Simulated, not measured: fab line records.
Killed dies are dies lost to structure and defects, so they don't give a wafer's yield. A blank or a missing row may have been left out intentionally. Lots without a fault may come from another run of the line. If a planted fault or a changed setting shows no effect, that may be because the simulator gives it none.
Which tool was responsible? | flow n5-finfet | Sampling: 9 lots, 26 wafers, 5 of 1938 route steps

WHAT THE GAUGES READ, wafer by wafer
N5_BEOL_M4_RC_MEAS_101. Usual: DIBL_N 36.0 mV/V, standard deviation 1.6; DIBL_P 35.8 mV/V, standard deviation 2; IOFF_N 0.152 nA/um, standard deviation 0.03; IOFF_P 0.20 nA/um, standard deviation 0.031; ION_N 670 uA/um, standard deviation 12; ION_P 459 uA/um, standard deviation 7.4; SS_N 71.5 mV/dec, standard deviation 0.56; SS_P 73.2 mV/dec, standard deviation 0.64; VT_N 251 mV, standard deviation 3.5; VT_P -252 mV, standard deviation 3.3.
lot  | measured     | on        | DIBL_N (mV/V)  | DIBL_P (mV/V)  | IOFF_N (nA/um)    | IOFF_P (nA/um) | ION_N (uA/um) | ION_P (uA/um) | SS_N (mV/dec)  | SS_P (mV/dec)  | VT_N (mV)   | VT_P (mV)      | flag
L186 | day 10 22:27 | prober-01 | 33.6 36.9 34.7 | 34.2 38.5 35.2 | 0.113 0.172 0.136 | 0.19 0.26 0.21 | 644 676 673   | 456 473 473   | 71.4 71.7 71.2 | 72.4 73.6 72.9 | 255 248 253 | -247 -245 -248 |
L187 | day 10 23:28 | prober-02 | 36.8 34.7      | 37.0 35.1      | 0.170 0.134       | 0.20 0.18      | 665 667       | 449 457       | 71.2 71.4      | 73.4 73.4      | 247 253     | -253 -252      |
L191 | day 11 12:44 | prober-02 | 35.8 35.1 36.3 | 35.9 35.9 36.2 | 0.134 0.132 0.141 | 0.17 0.18 0.17 | 677 669 662   | 452 467 451   | 71.8 71.2 71.6 | 72.7 72.4 73.2 | 252 252 253 | -258 -256 -258 |
L196 | day 12 20:21 | prober-02 | 34.7 39.0 36.8 | 33.2 38.9 35.7 | 0.122 0.210 0.154 | 0.15 0.24 0.19 | 658 690 667   | 452 472 452   | 71.2 72.5 71.9 | 73.1 73.9 73.5 | 254 246 252 | -257 -248 -252 |
L200 | day 14 05:24 | prober-02 | 35.8 33.6 34.9 | 34.9 31.3 33.4 | 0.155 0.109 0.135 | 0.19 0.14 0.17 | 680 653 674   | 462 449 463   | 71.8 71.5 71.9 | 72.8 73.0 72.8 | 249 257 250 | -252 -256 -253 |
L201 | day 14 16:58 | prober-02 | 35.5 36.1 35.4 | 33.7 34.1 33.8 | 0.136 0.144 0.135 | 0.21 0.21 0.20 | 674 661 664   | 473 459 459   | 70.9 71.4 71.3 | 72.8 73.5 73.4 | 254 251 251 | -250 -246 -247 |
L202 | day 14 03:56 | prober-02 | 35.4 35.7 38.8 | 35.1 37.0 40.0 | 0.126 0.139 0.190 | 0.16 0.18 0.23 | 651 671 671   | 441 461 449   | 71.2 71.3 72.2 | 72.9 73.1 74.8 | 253 253 247 | -254 -252 -251 |
L203 | day 15 06:46 | prober-01 | 35.3 35.7 37.0 | 36.1 36.1 37.1 | 0.156 0.171 0.177 | 0.23 0.22 0.23 | 681 677 676   | 467 468 465   | 71.0 71.2 71.9 | 73.7 74.0 74.4 | 248 249 251 | -249 -250 -250 |
L204 | day 15 11:20 | prober-02 | 34.3 31.8 33.2 | 34.4 30.1 32.1 | 0.129 0.087 0.113 | 0.17 0.11 0.14 | 655 632 658   | 454 435 449   | 70.4 71.7 71.2 | 72.7 71.6 72.2 | 250 259 255 | -253 -261 -258 |

WHICH TOOL RAN EACH LOT (tool, then ch and the chambers of the sampled wafers, then the start)
lot  | N5_BEOL_M3_STRIP_66                | N5_BEOL_M3_STRIP_19                | N5_BEOL_M3_ETCH_77                 | N5_BEOL_M3_ALD_98
L186 | rie-diel-01 ch 0,1, day 9 10:24    | rie-diel-01 ch 0,1, day 9 10:37    | rie-diel-04 ch 0,1,3, day 9 11:19  | ald-sin-04 ch 0,1,2, day 9 11:28
L187 | rie-diel-01 ch 1,2, day 9 14:07    | rie-diel-01 ch 1,2, day 9 14:22    | rie-diel-03 ch 2,3, day 9 15:02    | ald-sin-04 ch 0,1, day 9 15:10
L191 | rie-diel-03 ch 1,2,3, day 10 19:28 | rie-diel-04 ch 0,1,2, day 10 19:37 | rie-diel-04 ch 2,3, day 10 20:17   | ald-sin-02 ch 0,2,3, day 10 20:23
L196 | rie-diel-03 ch 0,2,3, day 10 20:22 | rie-diel-03 ch 0,3, day 10 20:31   | rie-diel-04 ch 0,2, day 10 21:04   | ald-sin-02 ch 0,2,3, day 10 21:10
L200 | rie-diel-01 ch 2,3, day 12 05:07   | rie-diel-01 ch 0,3, day 12 05:20   | rie-diel-01 ch 1,3, day 12 06:00   | ald-sin-04 ch 0,1,3, day 12 06:05
L201 | rie-diel-01 ch 1,2, day 12 16:52   | rie-diel-01 ch 1,2,3, day 12 17:07 | rie-diel-01 ch 0,1,2, day 12 17:39 | ald-sin-04 ch 1,2,3, day 12 17:45
L202 | rie-diel-03 ch 1,2,3, day 12 21:23 | rie-diel-03 ch 1,2,3, day 12 21:32 | rie-diel-03 ch 1,3, day 12 22:29   | ald-sin-02 ch 0,1,3, day 12 22:35
L203 | rie-diel-01 ch 1,2,3, day 13 06:11 | rie-diel-01 ch 0,1,3, day 13 06:36 | rie-diel-01 ch 0,1,3, day 13 07:16 | ald-sin-04 ch 0,1,3, day 13 07:37
L204 | rie-diel-04 ch 0,1,3, day 13 21:02 | rie-diel-04 ch 1,3, day 13 21:16   | rie-diel-04 ch 1,2,3, day 13 21:56 | ald-sin-02 ch 0,2,3, day 13 22:02
- N5_BEOL_M3_STRIP_66: strips in CF4.
- N5_BEOL_M3_STRIP_19: strips in O2.
- N5_BEOL_M3_ETCH_77: etches underlayer in N2/H2, target depth 6.5 nm, time 5.2 s.
- N5_BEOL_M3_ALD_98: deposits SiO2, target thk 2.5 nm, pulse time 1 s, co reactant pulse time 1 s.

WHAT THE TOOLS THEMSELVES READ (means of the sampled wafers that have a number; where no wafer has one, the mark that the record gives instead)
N5_BEOL_M3_STRIP_66. Usual: drypump-motor-current-A 5.8 A, standard deviation 0.54; oes-product-au 0.76 a.u., standard deviation 0.066; rf-vpp-V 271.1 V, standard deviation 1.6; showerhead-plenum-p-Torr 1.79 Torr, standard deviation 0.053; throttle-valve-pct 13.64 %, standard deviation 0.26.
lot  | tool        | drypump-motor-current-A (A) | oes-product-au (a.u.) | rf-vpp-V (V) | showerhead-plenum-p-Torr (Torr) | throttle-valve-pct (%) | flag
L186 | rie-diel-01 | 6.2                         | 0.85                  | 269.7        | 1.75                            | 13.33                  |
L187 | rie-diel-01 | 6.0                         | 0.73                  | 271.4        | 1.78                            | 13.78                  |
L191 | rie-diel-03 | 5.7                         | 0.76                  | 271.8        | 1.81                            | 13.73                  |
L196 | rie-diel-03 | 5.4                         | 0.76                  | 271.3        | 1.79                            | 13.73                  |
L200 | rie-diel-01 | 6.0                         | 0.73                  | 273.6        | 1.85                            | 13.58                  |
L201 | rie-diel-01 | 5.9                         | 0.72                  | 271.9        | 1.80                            | 13.82                  |
L202 | rie-diel-03 | 5.7                         | 0.74                  | 270.8        | 1.81                            | 13.76                  |
L203 | rie-diel-01 | 6.0                         | 0.71                  | 271.7        | 1.80                            | 13.73                  |
L204 | rie-diel-04 | 6.0                         | 0.70                  | 269.6        | 1.77                            | 13.76                  |

N5_BEOL_M3_STRIP_19. Usual: drypump-motor-current-A 5.8 A, standard deviation 0.49; oes-product-au 0.76 a.u., standard deviation 0.074; rf-vpp-V 3.7 V, standard deviation 0.51; showerhead-plenum-p-Torr 2.09 Torr, standard deviation 0.07; throttle-valve-pct 16.74 %, standard deviation 0.24.
lot  | tool        | drypump-motor-current-A (A) | oes-product-au (a.u.) | rf-vpp-V (V) | showerhead-plenum-p-Torr (Torr) | throttle-valve-pct (%) | flag
L186 | rie-diel-01 | 6.2                         | 0.79                  | 3.7          | 2.01                            | 16.62                  |
L187 | rie-diel-01 | 6.0                         | 0.73                  | 3.5          | 2.07                            | 16.80                  |
L191 | rie-diel-04 | 5.8                         | 0.79                  | 4.2          | 2.07                            | 16.65                  |
L196 | rie-diel-03 | 5.5                         | 0.76                  | 3.1          | 2.08                            | 16.90                  |
L200 | rie-diel-01 | 6.2                         | 0.78                  | 4.1          | 2.14                            | 16.45                  |
L201 | rie-diel-01 | 6.1                         | 0.71                  | 3.3          | 2.10                            | 16.75                  |
L202 | rie-diel-03 | 5.7                         | 0.75                  | 3.8          | 2.13                            | 16.93                  |
L203 | rie-diel-01 | 6.2                         | 0.76                  | 3.8          | 2.07                            | 16.57                  |
L204 | rie-diel-04 | 6.0                         | 0.74                  | 3.7          | 2.02                            | 16.96                  |

N5_BEOL_M3_ETCH_77. Usual: drypump-motor-current-A 5.9 A (standard deviation 0.48); etch-rf-on-time-s 5.18 s (standard deviation 0.15); h2-flow-sccm 200.1 sccm (standard deviation 0.54); oes-product-au 0.66 a.u. (standard deviation 0.066); rf-vpp-V 523.9 V (standard deviation 2.5); showerhead-plenum-p-Torr 2.55 Torr (standard deviation 0.077); throttle-valve-pct 17.97 % (standard deviation 0.29).
lot  | tool        | drypump-motor-current-A (A) | etch-rf-on-time-s (s) | h2-flow-sccm (sccm) | oes-product-au (a.u.) | rf-vpp-V (V) | showerhead-plenum-p-Torr (Torr) | throttle-valve-pct (%) | flag
L186 | rie-diel-04 | 6.0                         | 5.18                  | 200.4               | 0.62                  | 523.1        | 2.54                            | 18.06                  |
L187 | rie-diel-03 | 5.6                         | 5.12                  | 200.0               | 0.69                  | 524.8        | 2.56                            | 17.93                  |
L191 | rie-diel-04 | 5.7                         | 5.19                  | 193.9               | 0.67                  | 523.5        | 2.50                            | 17.78                  | OFF
L196 | rie-diel-04 | 5.7                         | 5.24                  | 193.0               | 0.64                  | 526.8        | 2.56                            | 17.55                  | OFF
L200 | rie-diel-01 | 6.2                         | 5.10                  | 199.9               | 0.61                  | 522.2        | 2.50                            | 18.09                  |
L201 | rie-diel-01 | 6.0                         | 5.29                  | 199.5               | 0.65                  | 523.1        | 2.52                            | 17.91                  |
L202 | rie-diel-03 | 6.2                         | 5.30                  | 199.7               | 0.63                  | 525.1        | 2.57                            | 17.97                  |
L203 | rie-diel-01 | 6.2                         | 5.11                  | 199.5               | 0.65                  | 522.6        | 2.52                            | 17.82                  |
L204 | rie-diel-04 | 5.8                         | 5.15                  | 200.3               | 0.67                  | 521.8        | 2.49                            | 18.11                  |

N5_BEOL_M3_ALD_98. Usual: heater-power-w 80 W, standard deviation 7.1; precursor-pulse-height-rel 0.998, standard deviation 0.02.
lot  | tool       | heater-power-w (W) | precursor-pulse-height-rel | flag
L186 | ald-sin-04 | 79                 | 0.993                      |
L187 | ald-sin-04 | 80                 | 1.019                      |
L191 | ald-sin-02 | 81                 | 1.001                      |
L196 | ald-sin-02 | 83                 | 1.004                      |
L200 | ald-sin-04 | 78                 | 0.985                      |
L201 | ald-sin-04 | 75                 | 0.983                      |
L202 | ald-sin-02 | 83                 | 1.003                      |
L203 | ald-sin-04 | 79                 | 0.999                      |
L204 | ald-sin-02 | 82                 | 0.991                      |

THE ANSWER, worked out from the rows above alone
Rule: take the mean of a lot's wafers that have a number; if it is more than 3 standard deviations from the usual mean, the lot is off. Also off: a lot with no number at a reading for which 4 or more lots have one. The other lots that the step has rows for count as sound. Order of review: gauges by route order, followed by the tools' own readings, for which a lot's mean as printed above is used. At the first step where some lot is off, the reading lying furthest off is the one used; lots without a number count as furthest.
Off at N5_BEOL_M3_ETCH_77 (h2-flow-sccm): L191, L196.
If a tool, at that step or one of the process steps before it, ran each lot that is off and ran no sound lot following the first of them, it fits. None of those tried fits.

WHAT HAD BEEN PUT IN BY THE SIMULATOR
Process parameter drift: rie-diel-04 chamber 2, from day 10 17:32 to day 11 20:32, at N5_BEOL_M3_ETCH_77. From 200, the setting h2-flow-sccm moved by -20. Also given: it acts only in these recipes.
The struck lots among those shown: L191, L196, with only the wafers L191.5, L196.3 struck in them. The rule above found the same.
